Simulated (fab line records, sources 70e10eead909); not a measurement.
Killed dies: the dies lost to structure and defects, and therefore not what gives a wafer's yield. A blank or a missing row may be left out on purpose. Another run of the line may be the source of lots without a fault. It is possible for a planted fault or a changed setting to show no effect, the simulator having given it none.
Struck lot and sound lot, side by side	flow nand-harc	40 out of 1302 route steps
Sound: the wafers L113.1, L113.2, L113.3. Struck: wafer L125.4 (left out: L125.5, L125.6 of the same lot, which were not struck); the cause appears at the end.
Per side, at each step with rows, come the tool, then ch with its chambers, and then its first start. Under that, the readings that differ: sound wafers	struck wafers	difference of the means	sigmas: that difference in standard deviations of wafers without a fault.
alike: readings with means less than 2 such deviations apart, plus words and numbers identical on both sides. not compared: withheld readings, readings lacking a value on some wafer, bounds such as >300 that could conceal the same value, and numbers that have no deviation in the record and whose values overlap.
A row with sigmas, a row that says differs or no value, or rows on one side alone: a step with any of these is where the two part. Non-overlapping numbers with no deviation appear without sigmas and do not part them. A reading missing from all wafers of one side parts the sides only when that side holds two or more wafers.

first, 3 steps without rows for these wafers: NHARC_A_BONDPAD_HARDBAKE_10 (time 65 s); NHARC_A_BONDPAD_DESCUM_11 (chemistry O2, time 3 s); NHARC_A_BONDPAD_ETCH_34 (etches the open film in N2/H2, target depth 60 nm, overetch 18 nm, time 65.91 s).
NHARC_A_BONDPAD_ETCH_12: etches the open film in CHF3/O2, target depth 220 nm, time 110 s.
  sound on rie-diel-06 ch 0,1,3; struck on rie-diel-05 ch 0
reading	sound	struck	difference	sigmas
rf-hours-counter-h (h)	16 16 15	3	-13	
  alike: chamber-pressure-mTorr, drypump-motor-current-A, oes-product-au, rf-vpp-V, showerhead-plenum-p-Torr, throttle-valve-pct
NHARC_A_BONDPAD_CD_MEAS_13:
  sound: cd-sem-01 at day 24 23:12; struck: cd-sem-01 at day 30 01:56
reading	sound	struck	difference	sigmas
cd-nm (nm)	505 498 502	494	-8	-2
NHARC_A_BONDPAD_STRIP_15: strips in O2.
  sound on rie-diel-05 ch 1,2,3, day 24 23:17; struck on rie-diel-05 ch 1, day 30 01:59
reading	sound	struck	difference	sigmas
rf-hours-counter-h (h)	5 6 6	2	-4	
  alike: chamber-pressure-mTorr, drypump-motor-current-A, oes-product-au, rf-vpp-V, showerhead-plenum-p-Torr, throttle-valve-pct
NHARC_A_BONDPAD_ETCH_24: etches the open film in CF4/N2, target depth 30 nm, time 72.99 s.
  sound on rie-diel-05 ch 0,1,2; struck on rie-diel-05 ch 3
reading	sound	struck	difference	sigmas
rf-hours-counter-h (h)	6 5 6	3	-3	
  alike: chamber-pressure-mTorr, drypump-motor-current-A, n2-flow-sccm, oes-product-au, rf-vpp-V, showerhead-plenum-p-Torr, throttle-valve-pct
then, 5 steps without rows for these wafers: NHARC_A_BONDPAD_STRIP_16 (strips in post etch residue remover, time 600 s); NHARC_A_BONDPAD_DEGAS_25 (time 60 s); NHARC_A_BONDPAD_PRE_CLEAN_26 (time 30 s); NHARC_A_BONDPAD_PVD_17 (deposits TaN, target thk 5 nm, time 8.06 s); NHARC_A_BONDPAD_PVD_27 (deposits Cu, target thk 30 nm, time 20.49 s).
NHARC_A_BONDPAD_ECD_18: material Cu, target thk 400 nm.
  sound on ecd-cu-02 ch 0,1, day 25 00:11; struck on ecd-cu-02 ch 0,1, day 30 03:04
NHARC_A_BONDPAD_ANNEAL_28: time 90 s.
  sound on rtp-anneal-01 ch 0, day 25 00:34; struck on rtp-anneal-02 ch 0, day 30 03:27
reading	sound	struck	difference	sigmas
wafer_temp_C_max	227.1 227.0 227.3	225.8	-1.3	-2
then, 2 steps without rows for these wafers: NHARC_A_BONDPAD_CMP_19 (polishes, t overpolish 30 s, cu recess touch 16 s, target thk 169.82 nm); NHARC_A_BONDPAD_SRD_21 (time 30 s, dry time 20 s).
NHARC_A_BONDPAD_INSPECT_23:
  sound: defect-inspect-02 at day 25 01:27; struck: defect-inspect-02 at day 30 04:11
  alike: raw-defect-count
then, 5 steps without rows for these wafers: NHARC_HYBRID_BOND_ACTIVATE_00 (chemistry N2, time 60 s); NHARC_HYBRID_BOND_PRECLEAN_01 (cleans in DIW, time 300 s); NHARC_HYBRID_BOND_SRD_02 (time 30 s, dry time 20 s); NHARC_HYBRID_BOND_BOND_03; NHARC_HYBRID_BOND_ANNEAL_04 (time 7200 s).
NHARC_HYBRID_BOND_OVL_MEAS_05:
  rows exist in the record for the sound wafers here (overlay-01, day 25 07:40), none for the struck ones
NHARC_HYBRID_BOND_INSPECT_06: inspects for defects (ir void).
  rows exist in the record for the sound wafers here (defect-inspect-02, day 25 07:44), none for the struck ones
then, 2 steps without rows for these wafers: NHARC_THIN_TSV_GRIND_00; NHARC_THIN_TSV_CMP_01 (polishes).
NHARC_THIN_TSV_THK_MEAS_02: measures by ir.
  rows exist in the record for the sound wafers here (film-metro-02, day 26 07:59), none for the struck ones
then, 3 steps without rows for these wafers: NHARC_THIN_TSV_SRD_03; NHARC_THIN_TSV_PRECLEAN_41 (cleans in SC1); NHARC_THIN_TSV_SRD_42.
NHARC_THIN_TSV_DEP_43: deposits SiO2, target thk 1328.5 nm.
  the record has rows for the sound wafers here (pecvd-01 ch 0,1,2, day 26 08:14) and none for the struck ones
then, 8 steps without rows for these wafers: NHARC_THIN_TSV_DEHYDRATE_04 (time 120 s); NHARC_THIN_TSV_HMDS_05 (time 30 s); NHARC_THIN_TSV_COAT_06; NHARC_THIN_TSV_SOFTBAKE_07 (time 95 s); NHARC_THIN_TSV_EBR_08; NHARC_THIN_TSV_EXPOSE_09 (exposes mask TSV); NHARC_THIN_TSV_PEB_10 (peb time 85 s); NHARC_THIN_TSV_DEVELOP_11 (time 70 s).
NHARC_END_SORT_01:
  only the struck wafers appear in the record here, on prober-01 ch 0 at day 31 21:34; the sound ones have no rows

## WHERE THEY PART
Earliest at NHARC_A_BONDPAD_CD_MEAS_13; latest, in this record, at NHARC_END_SORT_01.

WHY: the cause the simulator had injected
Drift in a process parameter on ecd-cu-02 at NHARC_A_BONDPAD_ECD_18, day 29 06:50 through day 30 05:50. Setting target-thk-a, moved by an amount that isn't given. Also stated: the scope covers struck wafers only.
